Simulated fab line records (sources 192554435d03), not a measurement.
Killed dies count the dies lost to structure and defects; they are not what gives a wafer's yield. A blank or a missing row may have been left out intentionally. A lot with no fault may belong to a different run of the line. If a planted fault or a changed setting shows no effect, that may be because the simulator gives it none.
Chamber matching	flow n5_finfet	N5_MOL_CONTACT_COAG_ALD_133 on ald_sin-03 has 4 sister chambers
The step deposits SiO2, target thk 5 nm, pulse time 1 s, co reactant pulse time 1 s. 8 wafers are shown with their chamber, then 9 later ones without.

== WAFERS WITH THEIR CHAMBER ==
wafer	chamber	heater_power_w (W)	precursor_pulse_height_rel
L076.5	1	88	1.020
L078.1	1	90	0.976
L086.5	2	65	1.018
L088.1	0	87	1.018
L088.5	3	78	0.971
L089.1	2	66	0.978
L089.4	0	84	0.966
L089.6	3	80	1.022

== WAFERS WHOSE CHAMBER IS MISSING ==
wafer	heater_power_w (W)	precursor_pulse_height_rel
L092.1	79	0.993
L092.4	86	1.012
L092.6	79	0.973
L095.1	89	0.992
L095.2	67	1.026
L095.5	88	0.991
L096.1	82	0.999
L096.2	65	0.998
L096.6	65	1.028

== EACH ONE'S CHAMBER ==
wafer	from the rows above	in truth
L092.1	3	3
L092.4	can't be placed: 0 or 1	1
L092.6	3	3
L095.1	1	1
L095.2	2	2
L095.5	can't be placed: 1 or 0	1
L096.1	can't be placed: 3 or 0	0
L096.2	2	2
L096.6	2	2
Correctly placed: 6 of 9. These rows do not allow placing 3 (true chamber among the candidates in 3). Wrongly placed: 0.
How it was worked out, from the rows above alone: a wafer's distance from a chamber is the root of the sum, over the readings, of the square of ((its reading less the chamber's mean) divided by the reading's scatter). If the next closest chamber is less than 2 further off than the closest, the wafer can't be placed; otherwise it belongs to the closest. Each chamber's mean is taken over the wafers shown for it. How the scatter is found: for the shown wafers, subtract from each reading the mean of its chamber, square and add these, divide the total by (wafers less chambers), then take the root.
